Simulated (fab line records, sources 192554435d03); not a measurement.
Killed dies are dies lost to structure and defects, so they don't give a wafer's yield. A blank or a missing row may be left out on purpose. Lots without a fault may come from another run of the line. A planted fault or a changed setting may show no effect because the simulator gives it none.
fab line records | flow n5_finfet
record lots=9 wafers=25 last_day=18
route steps=1938 shown HKMG_FIN@400 BEOL_M4@1111
lots that met no fault: from a run of the same line without faults
start_h: hours from the record's first day to the start of the lot's first wafer shown | wait_h: hours since the lot's step before | " the same as in the row above | L1.1+2: a row that stands for several wafers | - no value, or no start given | * or withheld: withheld | < > ~ a bound
route shown NAME@n: a module of which the file shows steps, and the number in the route of the first | usual: mean/standard deviation of fault-free wafers | same: alike in all rows | chamber/n: place in a boat | sites: the reading at each site | _std_site: their standard deviation | _edge_site: outer sites' mean less inner sites' | radius_mm: how far each site lies from the wafer's centre | mask NAME#n: copy n | behind: the tool/chamber that last shaped the wafer | hold: why the lot was held/for how many hours/how that ended | device: the transistor (n, p or np) that didn't switch | end of line: the same wafers' tests at the end of the route | a step without rows: its recipe alone | killed: dies lost to structure and defects at the first sort, not the wafer's yield | map: a wafer's dies, x killed, . not, _ none there
set.NAME: the setting as run; set.NAME@STEP: as run at that earlier step | model.NAME: the simulator's own value behind a step, which no gauge read
steps of the route over a sample of lots; a table a step, a row a wafer
services: from which hour (start_h, from the record's first day; less than 0 if before it) a tool's chamber was out of use, for how many hours, and why
## steps
# step N5_HKMG_FIN_INSPECT_61
# recipe mode=adi inspect_instrument=macro
# usual raw_defect_count=2.0/1.4
# columns lot.wafer tool chamber start_h wait_h raw_defect_count
L966.3 defect_inspect-02 - 84.19 0.0 2
L966.4 " - " " 2
L966.5 " - " " 1
L970.1 defect_inspect-01 - 108.58 0.0 1
L970.4 " - " " 0
L970.5 " - " " 2
L974.1 defect_inspect-02 - 130.12 0.0 3
L974.3 " - " " 3
L974.6 " - " " 4
L977.2 defect_inspect-02 - 152.10 0.0 4
L977.6 " - " " 4
L980.2 defect_inspect-01 - 170.87 0.0 1
L980.6 " - " " 2
L981.1 defect_inspect-02 - 173.97 0.0 0
L981.3 " - " " 1
L981.6 " - " " 2
L983.1 defect_inspect-01 - 182.60 0.0 2
L983.2 " - " " 2
L983.5 " - " " 0
L986.1 defect_inspect-01 - 205.42 0.0 1
L986.2 " - " " 1
L986.3 " - " " 1
L987.2 defect_inspect-02 - 209.18 0.0 1
L987.4 " - " " 2
L987.6 " - " " 2
# step N5_HKMG_FIN_ETCH_54
# recipe chemistry=CF4 target=SiARC target_depth_a=455 mask_material=CAR-ArF time_s=75.8 ion_energy_ev=80 pressure_mtorr=40 source_w=545 bias_w=36 Ar_flow_sccm=100 cf4_flow_sccm=100 ends=cleared
# usual drypump_motor_current_A=5.8/0.44 etch_rf_on_time_s=75.8/1.4 mfc_ar_sccm=100.0/0.31 oes_product_au=0.65/0.07 rf_vpp_V=184.0/1.2 showerhead_plenum_p_Torr=2.15/0.083 throttle_valve_pct=15.63/0.23
# columns lot.wafer tool chamber start_h wait_h drypump_motor_current_A etch_rf_on_time_s mfc_ar_sccm oes_product_au rf_hours_counter_h rf_vpp_V showerhead_plenum_p_Torr throttle_valve_pct
L966.3 rie_diel-05 1 84.26 0.0 5.6 76.5 99.9 0.62 171 183.9 2.04 15.54
L966.4 " 2 " " 5.1 74.8 100.7 0.57 249 182.5 2.04 15.69
L966.5 " 2 " " 5.1 75.3 100.1 0.57 - 183.5 2.04 15.69
L970.1 rie_diel-04 2 108.65 0.0 5.5 75.3 100.2 0.64 156 183.5 2.07 15.59
L970.4 " 3 " " 5.7 73.9 100.0 0.60 224 183.6 2.19 15.79
L970.5 " 2 " " 5.5 75.5 100.1 0.63 - 184.3 2.07 15.61
L974.1 rie_diel-04 3 130.68 0.0 5.6 73.6 100.3 0.61 233 184.4 2.19 15.79
L974.3 " 2 " " 5.5 76.5 99.4 0.63 164 184.1 2.06 15.62
L974.6 " 3 " " 5.7 73.0 99.9 0.60 - 184.9 2.19 15.80
L977.2 rie_diel-04 0 152.42 0.0 6.4 75.5 100.7 0.61 229 184.4 2.21 16.25
L977.6 " 3 " " 5.7 74.2 99.9 0.60 - 185.4 2.19 15.81
L980.2 rie_diel-03 3 170.97 0.0 5.5 76.1 100.3 0.79 16 183.9 2.11 15.54
L980.6 " 1 " " 5.8 76.1 100.4 0.75 - 184.0 2.16 15.50
L981.1 rie_diel-04 3 174.04 0.0 5.7 74.4 100.1 0.59 249 183.1 2.18 15.84
L981.3 " 1 " " 6.1 73.7 99.8 0.73 59 185.0 2.17 15.36
L981.6 " 0 " " 6.4 75.2 100.2 0.61 - 186.0 2.20 16.25
L983.1 rie_diel-05 1 182.67 0.0 5.6 77.7 100.2 0.59 207 182.9 2.03 15.61
L983.2 " 3 " " 5.7 75.8 100.3 0.60 217 182.7 2.12 15.64
L983.5 " 2 " " 5.1 75.8 99.8 0.77 - 186.2 2.29 15.25
L986.1 rie_diel-04 3 205.49 0.0 5.7 74.3 99.8 0.83 3 183.1 2.18 15.35
L986.2 " 2 " " 5.5 76.9 100.2 0.61 191 184.4 2.05 15.65
L986.3 " 0 " " 6.4 75.6 99.6 0.60 249 184.6 2.20 16.25
L987.2 rie_diel-05 1 209.24 0.0 5.6 78.4 99.9 0.59 216 183.1 2.03 15.61
L987.4 " 0 " " 6.6 77.4 99.6 0.68 115 184.8 2.25 15.73
L987.6 " 0 " " 6.6 76.5 99.8 0.68 - 184.2 2.25 15.72
# step N5_HKMG_FIN_STRIP_93
# recipe chemistry=N2/H2 material=SOC time_s=20 power_w=500 temp_c=40 pressure_mtorr=50 rf_frequency_hz=6e+07 bias_power_w=8 h2_frac=0.5 n2_flow_sccm=300 h2_flow_sccm=300
# usual drypump_motor_current_A=5.8/0.44 oes_product_au=0.76/0.084 rf_vpp_V=54.2/0.93 showerhead_plenum_p_Torr=3.37/0.13 throttle_valve_pct=19.0/0.32
# columns lot.wafer tool chamber start_h wait_h drypump_motor_current_A oes_product_au rf_hours_counter_h rf_vpp_V showerhead_plenum_p_Torr throttle_valve_pct
L966.3 rie_diel-05 1 84.95 0.2 5.6 0.72 171 52.6 3.21 18.8
L966.4 " 2 " " 5.1 0.67 250 53.1 3.19 19.3
L966.5 " 2 " " 5.1 0.67 - 54.2 3.19 19.3
L970.1 rie_diel-04 2 109.34 0.2 5.5 0.73 157 54.9 3.23 19.0
L970.4 " 3 " " 5.7 0.71 225 53.4 3.45 19.0
L970.5 " 2 " " 5.5 0.74 - 52.5 3.23 19.0
L974.1 rie_diel-04 3 131.38 0.2 5.7 0.70 234 54.0 3.45 19.0
L974.3 " 2 " " 5.5 0.73 164 52.6 3.23 19.0
L974.6 " 3 " " 5.7 0.70 - 53.1 3.45 19.0
L977.2 rie_diel-04 0 153.11 0.2 6.4 0.72 229 53.7 3.43 19.8
L977.6 " 3 " " 5.7 0.69 - 54.2 3.44 19.0
L980.2 rie_diel-03 3 171.66 0.2 5.6 0.93 16 54.0 3.27 18.8
L980.6 " 1 " " 5.8 0.86 - 53.3 3.44 19.5
L981.1 rie_diel-04 3 174.73 0.2 5.7 0.69 250 53.8 3.44 19.0
L981.3 " 1 " " 6.1 0.86 59 53.4 3.42 18.7
L981.6 " 0 " " 6.4 0.72 - 54.5 3.42 19.8
L983.1 rie_diel-05 1 183.37 0.2 5.6 0.69 208 55.0 3.19 18.9
L983.2 " 3 " " 5.7 0.70 218 53.7 3.32 18.8
L983.5 " 2 " " 5.1 0.91 - 56.3 3.59 18.9
L986.1 rie_diel-04 3 206.18 0.2 5.7 0.97 3 53.6 3.44 18.6
L986.2 " 2 " " 5.5 0.70 192 53.8 3.21 19.0
L986.3 " 0 " " 6.4 0.71 249 55.1 3.41 19.8
L987.2 rie_diel-05 1 209.94 0.2 5.6 0.68 217 55.5 3.19 18.9
L987.4 " 0 " " 6.6 0.79 115 53.7 3.53 19.1
L987.6 " 0 " " 6.6 0.79 - 53.9 3.53 19.2
# step N5_HKMG_FIN_ETCH_31
# recipe chemistry=CF4 target=SiARC target_depth_a=455 mask_material=CAR-ArF time_s=75.8 ion_energy_ev=80 pressure_mtorr=40 source_w=545 bias_w=36 Ar_flow_sccm=100 cf4_flow_sccm=100 ends=cleared
# usual drypump_motor_current_A=5.8/0.39 etch_rf_on_time_s=76.5/1.6 mfc_ar_sccm=100.03/0.27 oes_product_au=0.66/0.078 rf_vpp_V=184.1/1.2 showerhead_plenum_p_Torr=2.15/0.082 throttle_valve_pct=15.57/0.21
# columns lot.wafer tool chamber start_h wait_h drypump_motor_current_A etch_rf_on_time_s mfc_ar_sccm oes_product_au rf_hours_counter_h rf_vpp_V showerhead_plenum_p_Torr throttle_valve_pct
L966.3 rie_diel-05 1 87.76 0.0 5.6 77.8 100.42 0.61 172 182.2 2.04 15.53
L966.4 " 2 " " 5.1 75.2 99.69 0.57 251 184.0 2.04 15.70
L966.5 " 3 " " 5.7 75.5 99.99 0.62 - 184.8 2.13 15.56
L970.1 rie_diel-05 0 112.57 0.0 6.6 78.0 99.87 0.70 81 186.0 2.26 15.67
L970.4 " 1 " " 5.6 78.1 100.45 0.61 - 183.2 2.04 15.56
L970.5 " 0 " " 6.6 78.0 99.46 0.70 - 184.7 2.26 15.65
L974.1 rie_diel-05 3 134.15 0.0 5.7 74.4 99.54 0.62 203 184.4 2.12 15.60
L974.3 " 2 " " 5.1 75.6 100.10 0.82 4 186.2 2.29 15.20
L974.6 " 2 " " 5.1 76.5 99.76 0.81 - 186.0 2.29 15.19
L977.2 rie_diel-05 0 155.68 0.0 6.6 97.7 99.75 0.62 96 185.5 2.26 15.67
L977.6 " 1 " " 5.6 77.5 100.12 0.60 - 185.2 2.03 15.59
L980.2 rie_diel-05 2 174.31 0.0 5.1 95.9 100.10 0.68 17 185.0 2.29 15.23
L980.6 " 0 " " 6.6 76.4 100.14 0.69 - 184.9 2.26 15.70
L981.1 rie_diel-05 2 177.36 0.0 5.1 75.1 99.88 0.78 19 184.9 2.29 15.24
L981.3 " 0 " " 6.6 98.4 99.69 0.60 103 186.7 2.25 15.69
L981.6 " 1 " " 5.6 76.8 99.87 0.60 - 183.3 2.03 15.60
L983.1 rie_diel-04 2 186.84 0.0 5.5 76.0 100.16 0.62 184 183.7 2.06 15.65
L983.2 " 0 " " 6.4 74.7 100.02 0.61 242 184.0 2.20 16.26
L983.5 " 1 " " 6.1 74.1 100.22 0.73 - 183.0 2.17 15.37
L986.1 rie_diel-03 1 209.18 0.0 5.8 75.7 100.02 0.71 42 184.2 2.16 15.53
L986.2 " 0 " " 5.8 77.5 99.70 0.60 224 185.7 2.21 15.41
L986.3 " 3 " " 5.5 74.6 100.31 0.78 25 184.0 2.10 15.57
L987.2 rie_diel-04 2 212.69 0.0 5.5 77.0 99.91 0.61 196 183.7 2.05 15.68
L987.4 " 3 " " 5.6 73.8 99.74 0.81 - 183.4 2.18 15.34
L987.6 " 1 " " 6.1 74.2 100.13 0.72 - 185.1 2.16 15.38
# step N5_BEOL_M4_RC_MEAS_101
# usual DIBL_N=36.5/1.8 DIBL_P=36.5/2.1 IOFF_N=0.17/0.031 IOFF_P=0.22/0.036 ION_N=677/11 ION_P=463/8 SS_N=71.6/0.61 SS_P=73.3/0.63 VT_N=249/3.1 VT_P=-250/3.3
# columns lot.wafer tool chamber start_h wait_h DIBL_N[mV/V] DIBL_P[mV/V] IOFF_N[nA/um] IOFF_P[nA/um] ION_N[uA/um] ION_P[uA/um] SS_N[mV/dec] SS_P[mV/dec] VT_N[mV] VT_P[mV]
L966.3 prober-01 0 180.90 0.3 34.9 36.3 0.16 0.17 684 455 71.6 73.8 249 -252
L966.4 " 0 " " 37.1 39.6 0.19 0.23 679 464 71.9 74.0 246 -251
L966.5 " 0 " " 34.9 36.8 0.16 0.18 673 457 71.8 72.7 249 -255
L970.1 prober-02 0 212.25 0.0 35.0 35.6 0.13 0.19 667 465 70.8 73.1 249 -251
L970.4 " 0 " " 35.7 36.2 0.15 0.20 678 467 71.3 73.9 249 -253
L970.5 " 0 " " 33.9 34.9 0.13 0.18 675 463 70.9 72.5 251 -251
L974.1 prober-01 0 236.67 0.0 36.4 35.0 0.18 0.20 679 454 71.9 72.7 246 -252
L974.3 " 0 " " 38.2 36.7 0.20 0.22 675 452 72.8 73.5 248 -250
L974.6 " 0 " " 37.4 35.6 0.20 0.21 672 452 71.6 73.1 246 -252
L977.2 prober-02 0 247.60 0.2 38.1 37.8 0.17 0.20 675 452 72.2 73.4 251 -251
L977.6 " 0 " " 34.5 34.7 0.12 0.16 672 462 71.4 73.6 252 -255
L980.2 prober-01 0 271.61 0.2 36.3 36.7 0.15 0.20 667 456 71.2 72.9 251 -250
L980.6 " 0 " " 38.1 38.7 0.18 0.23 690 463 71.9 73.2 249 -249
L981.1 prober-01 0 274.17 0.0 33.8 31.6 0.12 0.16 667 455 70.6 71.7 252 -252
L981.3 " 0 " " 37.1 35.1 0.19 0.22 681 460 71.2 73.0 245 -246
L981.6 " 0 " " 35.9 33.6 0.17 0.19 668 455 71.5 73.0 247 -251
L983.1 prober-02 0 274.38 0.0 37.5 38.0 0.20 0.29 688 475 72.0 73.8 246 -242
L983.2 " 0 " " 36.0 36.8 0.18 0.27 694 482 71.0 73.5 246 -243
L983.5 " 0 " " 36.7 37.7 0.19 0.30 692 478 71.7 73.9 248 -241
L986.1 prober-02 0 312.77 0.0 36.9 37.0 0.17 0.25 673 465 71.8 73.1 247 -246
L986.2 " 0 " " 38.9 39.9 0.21 0.29 687 476 72.7 73.8 247 -243
L986.3 " 0 " " 35.3 35.8 0.16 0.22 683 472 71.2 72.8 250 -248
L987.2 prober-01 0 335.20 0.2 37.0 35.4 0.15 0.20 662 456 72.7 72.6 253 -251
L987.4 " 0 " " 40.1 39.8 0.20 0.28 673 465 72.6 74.4 251 -245
L987.6 " 0 " " 38.5 38.1 0.18 0.25 667 461 71.9 73.8 248 -247
## services
# columns tool chamber start_h hours kind
rie_diel-03 1 79.73 - clean
rie_diel-03 1 79.73 - consumable_replace:focus_ring
rie_diel-03 1 79.73 17.7 scheduled_down
rie_diel-03 1 79.73 17.7 vent_cycle
rie_diel-05 2 91.55 11.1 repair
rie_diel-03 3 102.45 - clean
rie_diel-05 2 102.69 - clean
rie_diel-05 2 102.69 - consumable_replace:focus_ring
rie_diel-05 2 102.69 - consumable_replace:showerhead
rie_diel-05 2 102.69 17.7 scheduled_down
rie_diel-05 2 102.69 17.7 vent_cycle
rie_diel-03 - 118.04 2.8 pm
rie_diel-04 2 122.02 1.8 repair
rie_diel-05 0 166.50 3.8 repair
rie_diel-05 3 168.28 4.5 repair
rie_diel-04 3 176.86 - clean
rie_diel-04 3 176.86 - consumable_replace:focus_ring
rie_diel-04 3 176.86 19.3 scheduled_down
rie_diel-04 3 176.86 19.3 vent_cycle
rie_diel-03 3 197.84 8.7 repair
rie_diel-04 0 208.14 - clean
rie_diel-04 0 208.14 - consumable_replace:focus_ring
rie_diel-04 0 208.14 16.2 scheduled_down
rie_diel-04 0 208.14 16.2 vent_cycle
## key
first_sign step=N5_HKMG_FIN_ETCH_31 reading=etch_rf_on_time_s direction=up sigmas=13 usual=* struck=*
effect none on later readings
met_at N5_HKMG_FIN_ETCH_31
struck_lots L977,L980,L981
struck_wafers L977.2,L980.2,L981.3
not_acting_at N5_HKMG_FIN_INSPECT_61,N5_HKMG_FIN_ETCH_54,N5_HKMG_FIN_STRIP_93
onset_between 134.15 155.68
fault kind=process_parameter_drift tool=rie_diel-05 chamber=- onset_h=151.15 steps=N5_HKMG_FIN_ETCH_31 channel=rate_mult offset=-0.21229 shape=step end_h=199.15 scope=struck_wafers_only
